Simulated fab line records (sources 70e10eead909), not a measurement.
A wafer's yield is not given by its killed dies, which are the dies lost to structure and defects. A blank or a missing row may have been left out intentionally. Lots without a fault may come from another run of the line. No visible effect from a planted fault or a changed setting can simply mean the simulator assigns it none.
Matching of chambers || flow nand_harc || 4 sister chambers for NHARC_P_GATE_DESCUM_93 on rie_diel-07
The step chemistry O2, time 3 s. 8 wafers are shown with their chamber, then 11 later ones without.

EACH WAFER AND ITS CHAMBER
{"wafer": "L082.5", "chamber": 0, "drypump_motor_current_A (A)": 5.6, "oes_product_au (a.u.)": 1.000}
{"wafer": "L082.6", "chamber": 3, "drypump_motor_current_A (A)": 6.2, "oes_product_au (a.u.)": 0.998}
{"wafer": "L083.4", "chamber": 3, "drypump_motor_current_A (A)": 6.1, "oes_product_au (a.u.)": 1.003}
{"wafer": "L083.6", "chamber": 2, "drypump_motor_current_A (A)": 6.2, "oes_product_au (a.u.)": 0.987}
{"wafer": "L088.1", "chamber": 0, "drypump_motor_current_A (A)": 5.6, "oes_product_au (a.u.)": 1.018}
{"wafer": "L088.3", "chamber": 1, "drypump_motor_current_A (A)": 5.9, "oes_product_au (a.u.)": 1.010}
{"wafer": "L088.6", "chamber": 1, "drypump_motor_current_A (A)": 5.9, "oes_product_au (a.u.)": 1.013}
{"wafer": "L087.1", "chamber": 2, "drypump_motor_current_A (A)": 6.2, "oes_product_au (a.u.)": 0.991}

WAFERS WITHOUT THEIR CHAMBER
{"wafer": "L087.5", "drypump_motor_current_A (A)": 5.9, "oes_product_au (a.u.)": 0.997}
{"wafer": "L087.6", "drypump_motor_current_A (A)": 5.6, "oes_product_au (a.u.)": 1.015}
{"wafer": "L086.1", "drypump_motor_current_A (A)": 5.6, "oes_product_au (a.u.)": 1.001}
{"wafer": "L086.3", "drypump_motor_current_A (A)": 6.2, "oes_product_au (a.u.)": 0.991}
{"wafer": "L086.6", "drypump_motor_current_A (A)": 5.6, "oes_product_au (a.u.)": 1.007}
{"wafer": "L092.1", "drypump_motor_current_A (A)": 6.2, "oes_product_au (a.u.)": 0.996}
{"wafer": "L092.2", "drypump_motor_current_A (A)": 6.2, "oes_product_au (a.u.)": 1.006}
{"wafer": "L092.5", "drypump_motor_current_A (A)": 6.2, "oes_product_au (a.u.)": 0.994}
{"wafer": "L094.1", "drypump_motor_current_A (A)": 5.6, "oes_product_au (a.u.)": 1.012}
{"wafer": "L094.2", "drypump_motor_current_A (A)": 6.2, "oes_product_au (a.u.)": 1.007}
{"wafer": "L094.4", "drypump_motor_current_A (A)": 6.2, "oes_product_au (a.u.)": 1.000}

THE CHAMBER EACH PASSED THROUGH
{"wafer": "L087.5", "from the rows above": 1, "in truth": 1}
{"wafer": "L087.6", "from the rows above": 0, "in truth": 0}
{"wafer": "L086.1", "from the rows above": 0, "in truth": 0}
{"wafer": "L086.3", "from the rows above": "can't be placed: 2 or 3", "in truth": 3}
{"wafer": "L086.6", "from the rows above": 0, "in truth": 0}
{"wafer": "L092.1", "from the rows above": "can't be placed: 2 or 3", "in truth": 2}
{"wafer": "L092.2", "from the rows above": "can't be placed: 3 or 2", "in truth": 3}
{"wafer": "L092.5", "from the rows above": "can't be placed: 2 or 3", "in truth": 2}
{"wafer": "L094.1", "from the rows above": 0, "in truth": 0}
{"wafer": "L094.2", "from the rows above": "can't be placed: 3 or 2", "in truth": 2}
{"wafer": "L094.4", "from the rows above": "can't be placed: 3 or 2", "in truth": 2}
Correctly placed: 5 of 11. From these rows, 6 cannot be placed; in 6 the true chamber is one of the candidates. 0 placed wrongly.
How it was worked out, from the rows above alone: a wafer's distance from a chamber is the root of the sum, over the readings, of the square of ((its reading less the chamber's mean) divided by the reading's scatter). The wafer belongs to the nearest chamber; if the next one is less than 2 further off, it can't be placed. The mean given for a chamber averages the wafers shown for that chamber. The scatter: the root of (the sum of the squares of (reading less its chamber's mean) over the shown wafers, divided by (wafers less chambers)).
